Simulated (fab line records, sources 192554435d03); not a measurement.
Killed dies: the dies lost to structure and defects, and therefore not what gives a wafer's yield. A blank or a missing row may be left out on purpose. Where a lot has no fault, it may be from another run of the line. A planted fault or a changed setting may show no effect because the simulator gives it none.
Split-lot experiment :: flow n5-finfet :: 21 wafers read across 7 lots, on a route 1938 steps long

== SPLIT DETAILS ==
At N5_MOL_CONTACT_COAG_COAT_64 (time 60 s, resist thk 10 nm), the setting spin-rpm was moved away from the recipe's 1500 rpm on 4 of the 21 wafers read, by -11.1% to +11.1%. All remaining wafers had this setting at the recipe value.

== FROM THE SPLIT TO THE READING: what the file shows between them, 6 steps ==
- N5_MOL_CONTACT_COAG_COAT_34: resist thk 40 nm
- N5_MOL_CONTACT_COAG_EBR_36
- N5_MOL_CONTACT_COAG_DESCUM_45: chemistry O2, time 7 s
- N5_MOL_CONTACT_COAG_ETCH_65: etches underlayer in N2/H2, target depth 13 nm, time 10.4 s
- N5_MOL_CONTACT_COAG_ETCH_66: etches SiARC in CF4, target depth 13 nm, time 21.7 s
- N5_MOL_CONTACT_COAG_ALD_133: deposits SiO2, target thk 5 nm, pulse time 1 s, co reactant pulse time 1 s

== THE READING ==
CAR-EUV_of_MOL_CONTACT_COAG_COAT_34.thk-nm (the simulator's own value, which no gauge read), in nm, at N5_MOL_CONTACT_COAG_ETCHBACK_134 (etches SiO2 in CHF3, target depth 10 nm, time 6.7 s). The file does not state a usual value for it. Across the 17 wafers here that went through the recipe, the average is 15.5 nm and the standard deviation 0.18 nm.

wafer: L074.1
tool, chamber at the split: litho-track-04, 0
spin-rpm as run, rpm: 1500
against the recipe: recipe
CAR-EUV_of_MOL_CONTACT_COAG_COAT_34.thk-nm, nm: 15.8
against lot-mates on the recipe: -

wafer: L074.4
tool, chamber at the split: litho-track-04, 0
spin-rpm as run, rpm: 1500
against the recipe: recipe
CAR-EUV_of_MOL_CONTACT_COAG_COAT_34.thk-nm, nm: 15.4
against lot-mates on the recipe: -

wafer: L074.5
tool, chamber at the split: litho-track-04, 0
spin-rpm as run, rpm: 1627
against the recipe: +8.5%
CAR-EUV_of_MOL_CONTACT_COAG_COAT_34.thk-nm, nm: 16.2
against lot-mates on the recipe: +0.6

wafer: L077.1
tool, chamber at the split: litho-track-02, 0
spin-rpm as run, rpm: 1500
against the recipe: recipe
CAR-EUV_of_MOL_CONTACT_COAG_COAT_34.thk-nm, nm: 15.6
against lot-mates on the recipe: -

wafer: L077.3
tool, chamber at the split: litho-track-02, 0
spin-rpm as run, rpm: 1500
against the recipe: recipe
CAR-EUV_of_MOL_CONTACT_COAG_COAT_34.thk-nm, nm: 15.6
against lot-mates on the recipe: -

wafer: L077.5
tool, chamber at the split: litho-track-02, 0
spin-rpm as run, rpm: 1500
against the recipe: recipe
CAR-EUV_of_MOL_CONTACT_COAG_COAT_34.thk-nm, nm: 15.8
against lot-mates on the recipe: -

wafer: L079.2
tool, chamber at the split: litho-track-04, 0
spin-rpm as run, rpm: 1500
against the recipe: recipe
CAR-EUV_of_MOL_CONTACT_COAG_COAT_34.thk-nm, nm: 15.4
against lot-mates on the recipe: -

wafer: L079.4
tool, chamber at the split: litho-track-04, 0
spin-rpm as run, rpm: 1500
against the recipe: recipe
CAR-EUV_of_MOL_CONTACT_COAG_COAT_34.thk-nm, nm: 15.2
against lot-mates on the recipe: -

wafer: L079.6
tool, chamber at the split: litho-track-04, 0
spin-rpm as run, rpm: 1500
against the recipe: recipe
CAR-EUV_of_MOL_CONTACT_COAG_COAT_34.thk-nm, nm: 15.2
against lot-mates on the recipe: -

wafer: L080.2
tool, chamber at the split: litho-track-02, 0
spin-rpm as run, rpm: 1500
against the recipe: recipe
CAR-EUV_of_MOL_CONTACT_COAG_COAT_34.thk-nm, nm: 15.6
against lot-mates on the recipe: -

wafer: L080.4
tool, chamber at the split: litho-track-02, 0
spin-rpm as run, rpm: 1500
against the recipe: recipe
CAR-EUV_of_MOL_CONTACT_COAG_COAT_34.thk-nm, nm: 15.6
against lot-mates on the recipe: -

wafer: L080.5
tool, chamber at the split: litho-track-02, 0
spin-rpm as run, rpm: 1500
against the recipe: recipe
CAR-EUV_of_MOL_CONTACT_COAG_COAT_34.thk-nm, nm: 15.4
against lot-mates on the recipe: -

wafer: L083.1
tool, chamber at the split: litho-track-02, 0
spin-rpm as run, rpm: 1500
against the recipe: recipe
CAR-EUV_of_MOL_CONTACT_COAG_COAT_34.thk-nm, nm: 15.4
against lot-mates on the recipe: -

wafer: L083.6
tool, chamber at the split: litho-track-02, 0
spin-rpm as run, rpm: 1500
against the recipe: recipe
CAR-EUV_of_MOL_CONTACT_COAG_COAT_34.thk-nm, nm: 15.4
against lot-mates on the recipe: -

wafer: L083.4
tool, chamber at the split: litho-track-02, 0
spin-rpm as run, rpm: 1500
against the recipe: recipe
CAR-EUV_of_MOL_CONTACT_COAG_COAT_34.thk-nm, nm: 15.2
against lot-mates on the recipe: -

wafer: L094.1
tool, chamber at the split: litho-track-02, 0
spin-rpm as run, rpm: 1500
against the recipe: recipe
CAR-EUV_of_MOL_CONTACT_COAG_COAT_34.thk-nm, nm: 15.4
against lot-mates on the recipe: -

wafer: L094.3
tool, chamber at the split: litho-track-02, 0
spin-rpm as run, rpm: 1500
against the recipe: recipe
CAR-EUV_of_MOL_CONTACT_COAG_COAT_34.thk-nm, nm: 15.6
against lot-mates on the recipe: -

wafer: L094.6
tool, chamber at the split: litho-track-02, 0
spin-rpm as run, rpm: 1667
against the recipe: +11.1%
CAR-EUV_of_MOL_CONTACT_COAG_COAT_34.thk-nm, nm: 16
against lot-mates on the recipe: +0.5

wafer: L095.2
tool, chamber at the split: litho-track-04, 0
spin-rpm as run, rpm: 1334
against the recipe: -11.1%
CAR-EUV_of_MOL_CONTACT_COAG_COAT_34.thk-nm, nm: 14.6
against lot-mates on the recipe: -0.8

wafer: L095.3
tool, chamber at the split: litho-track-04, 0
spin-rpm as run, rpm: 1334
against the recipe: -11.1%
CAR-EUV_of_MOL_CONTACT_COAG_COAT_34.thk-nm, nm: 14.8
against lot-mates on the recipe: -0.6

wafer: L095.5
tool, chamber at the split: litho-track-04, 0
spin-rpm as run, rpm: 1500
against the recipe: recipe
CAR-EUV_of_MOL_CONTACT_COAG_COAT_34.thk-nm, nm: 15.4
against lot-mates on the recipe: -

FIT RESULTS
A straight line over all 21 wafers: CAR-EUV_of_MOL_CONTACT_COAG_COAT_34.thk-nm changes by +0.0661 nm for each +1% of spin-rpm; r = +0.86; the points scatter about the line by 0.18 nm.
The same after taking each lot's own level away (the mean of its wafers on the recipe; 21 wafers): +0.0593 nm for each +1%; r = +0.92; scatter 0.12 nm.
Per that fit: largest spin-rpm move, reading shift of 0.66 nm.
Measured against the standard deviation above, the lots' own levels, which go from 15.27 to 15.67 nm, span 2.2 times it.
So the slope is not independent of the lot-to-lot level: the two fits are not the same.
Check: +0.73 nm against its lot-mates is what the line predicts for one of the wafers moved furthest among these (+11.1%) when that wafer is left out of the fit. Against them it came out at +0.5 nm.

== OTHER SPLITS ON THESE WAFERS ==
Note: prior to the reading, these wafers also went through further splits. Each is held against what the fit with the lots' levels taken away leaves over:
other split on the same wafers: N5_MOL_CONTACT_COAG_COAT_104 spin-rpm
wafers away from the commonest value: 6
r with CAR-EUV_of_MOL_CONTACT_COAG_COAT_34.thk-nm (lot level and that fit taken away): +0.02

== THE WHOLE CHAIN: every reading that the file lists as answering this split, in the file's order ==
step: N5_MOL_CONTACT_COAG_COAT_64
what it does: time 60 s, resist thk 10 nm
reading: underlayer_of_MOL_CONTACT_COAG_COAT_64.thk-nm (the simulator's own value, which no gauge read)
change (the file's fit): -0.0525 nm for each +1% of the setting
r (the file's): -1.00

step: N5_MOL_CONTACT_COAG_ETCH_65
what it does: etches underlayer in N2/H2, target depth 13 nm, time 10.4 s
reading: etch.depth-nm (the simulator's own value, which no gauge read)
change (the file's fit): -0.0495 nm for each +1% of the setting
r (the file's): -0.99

step: N5_MOL_CONTACT_COAG_ETCH_65
what it does: etches underlayer in N2/H2, target depth 13 nm, time 10.4 s
reading: CAR-EUV_of_MOL_CONTACT_COAG_COAT_34.thk-nm (the simulator's own value, which no gauge read)
change (the file's fit): +0.0605 nm for each +1% of the setting
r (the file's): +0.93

step: N5_MOL_CONTACT_COAG_ETCH_66
what it does: etches SiARC in CF4, target depth 13 nm, time 21.7 s
reading: CAR-EUV_of_MOL_CONTACT_COAG_COAT_34.thk-nm (the simulator's own value, which no gauge read)
change (the file's fit): +0.0517 nm for each +1% of the setting
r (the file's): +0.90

step: N5_MOL_CONTACT_COAG_ETCHBACK_134
what it does: etches SiO2 in CHF3, target depth 10 nm, time 6.7 s
reading: CAR-EUV_of_MOL_CONTACT_COAG_COAT_34.thk-nm (the simulator's own value, which no gauge read)
change (the file's fit): +0.0578 nm for each +1% of the setting
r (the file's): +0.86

== THE FILE'S OWN FIT ==
CAR-EUV_of_MOL_CONTACT_COAG_COAT_34.thk-nm changes by +0.0578 nm for each +1% of spin-rpm, r = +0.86.
